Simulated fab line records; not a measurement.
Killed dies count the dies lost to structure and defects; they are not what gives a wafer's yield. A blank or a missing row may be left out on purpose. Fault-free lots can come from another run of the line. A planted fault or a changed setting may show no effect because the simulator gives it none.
Matching of chambers | flow nand harc | NHARC_P_CONTACT_CMP_01 on cmp-03: 4 sister chambers
The step polishes SiO2, target thk 200 nm. 8 wafers are shown with their chamber, then 8 later ones without.

== WAFERS PAIRED WITH THEIR CHAMBERS ==
wafer  | chamber | motor current A (A)
L076.1 | 3       | 12.6
L076.4 | 2       | 15.2
L083.3 | 3       | 12.7
L083.6 | 1       | 12.2
L091.1 | 1       | 12.4
L091.3 | 0       | 12.8
L091.4 | 2       | 14.4
L094.3 | 0       | 13.4

== WAFERS WITH NO CHAMBER GIVEN ==
wafer  | motor current A (A)
L094.4 | 14.2
L094.6 | 14.9
L095.1 | 13.0
L095.2 | 12.9
L095.6 | 12.5
L096.2 | 12.5
L096.4 | 12.8
L096.5 | 13.5

== WHICH CHAMBER EACH WENT THROUGH ==
wafer  | from the rows above          | in truth
L094.4 | can't be placed: 2 or 0      | 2
L094.6 | 2                            | 2
L095.1 | can't be placed: 0 or 3 or 1 | 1
L095.2 | can't be placed: 0 or 3 or 1 | 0
L095.6 | can't be placed: 3 or 1 or 0 | 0
L096.2 | can't be placed: 3 or 1 or 0 | 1
L096.4 | can't be placed: 3 or 0 or 1 | 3
L096.5 | can't be placed: 0 or 3      | 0
Correctly placed: 1 of 8. Cannot be placed on the basis of these rows: 7; the candidates contain the true chamber in 7. 0 placed wrongly.
How it was worked out, from the rows above alone: a wafer's distance from a chamber is the root of the sum, over the readings, of the square of ((its reading less the chamber's mean) divided by the reading's scatter). The wafer belongs to the nearest chamber; if the next one is less than 2 further off, it can't be placed. The mean given for a chamber averages the wafers shown for that chamber. The scatter: the root of (the sum of the squares of (reading less its chamber's mean) over the shown wafers, divided by (wafers less chambers)).
